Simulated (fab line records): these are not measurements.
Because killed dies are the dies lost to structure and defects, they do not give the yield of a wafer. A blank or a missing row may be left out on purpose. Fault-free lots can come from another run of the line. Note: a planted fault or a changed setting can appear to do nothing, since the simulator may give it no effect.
Matching of chambers + flow n5Finfet + cmp-04 running N5_GATE_CUT_CMP_61: 4 sister chambers
The step polishes, stops on SiNx, t overpolish 3 s. 8 wafers are shown with their chamber, then 12 later ones without.

== WAFERS PAIRED WITH THEIR CHAMBERS ==
| wafer  | chamber | motorCurrentA (A) | headPressurePsi (psi) |
|--------|---------|-------------------|-----------------------|
| L080.4 | 3       | 15.1              | 3.993                 |
| L081.6 | 0       | 12.2              | 3.992                 |
| L086.1 | 3       | 15.8              | 4.002                 |
| L087.2 | 1       | 11.4              | 4.005                 |
| L087.5 | 0       | 11.6              | 4.004                 |
| L088.1 | 1       | 11.8              | 3.990                 |
| L088.4 | 2       | 12.5              | 4.003                 |
| L088.5 | 2       | 13.4              | 3.991                 |

== WAFERS WITHOUT THEIR CHAMBER ==
| wafer  | motorCurrentA (A) | headPressurePsi (psi) |
|--------|-------------------|-----------------------|
| L091.1 | 12.7              | 4.000                 |
| L091.2 | 12.0              | 3.995                 |
| L091.4 | 15.9              | 3.984                 |
| L093.2 | 16.2              | 3.992                 |
| L093.4 | 11.7              | 3.998                 |
| L093.6 | 12.2              | 4.002                 |
| L095.1 | 11.4              | 3.994                 |
| L095.3 | 13.4              | 3.986                 |
| L095.6 | 11.2              | 4.010                 |
| L096.1 | 15.6              | 3.996                 |
| L096.3 | 11.6              | 4.007                 |
| L096.4 | 13.6              | 4.014                 |

== THE CHAMBER EACH PASSED THROUGH ==
| wafer  | from the rows above          | in truth |
|--------|------------------------------|----------|
| L091.1 | can't be placed: 2 or 0 or 1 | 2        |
| L091.2 | can't be placed: 0 or 1 or 2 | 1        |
| L091.4 | 3                            | 3        |
| L093.2 | 3                            | 3        |
| L093.4 | can't be placed: 1 or 0      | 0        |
| L093.6 | can't be placed: 0 or 1 or 2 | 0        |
| L095.1 | can't be placed: 1 or 0      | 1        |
| L095.3 | can't be placed: 2 or 0      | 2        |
| L095.6 | can't be placed: 1 or 0      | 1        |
| L096.1 | 3                            | 3        |
| L096.3 | can't be placed: 1 or 0 or 2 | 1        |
| L096.4 | can't be placed: 2 or 0 or 3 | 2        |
Correctly placed: 3 of 12. Unplaceable from these rows: 9, with the true chamber sitting among the candidates in 9. Wrongly placed: 0.
How it was worked out, from the rows above alone: a wafer's distance from a chamber is the root of the sum, over the readings, of the square of ((its reading less the chamber's mean) divided by the reading's scatter). The wafer belongs to the nearest chamber; if the next one is less than 2 further off, it can't be placed. Each chamber's mean is taken over the wafers shown for it. The scatter: the root of (the sum of the squares of (reading less its chamber's mean) over the shown wafers, divided by (wafers less chambers)).
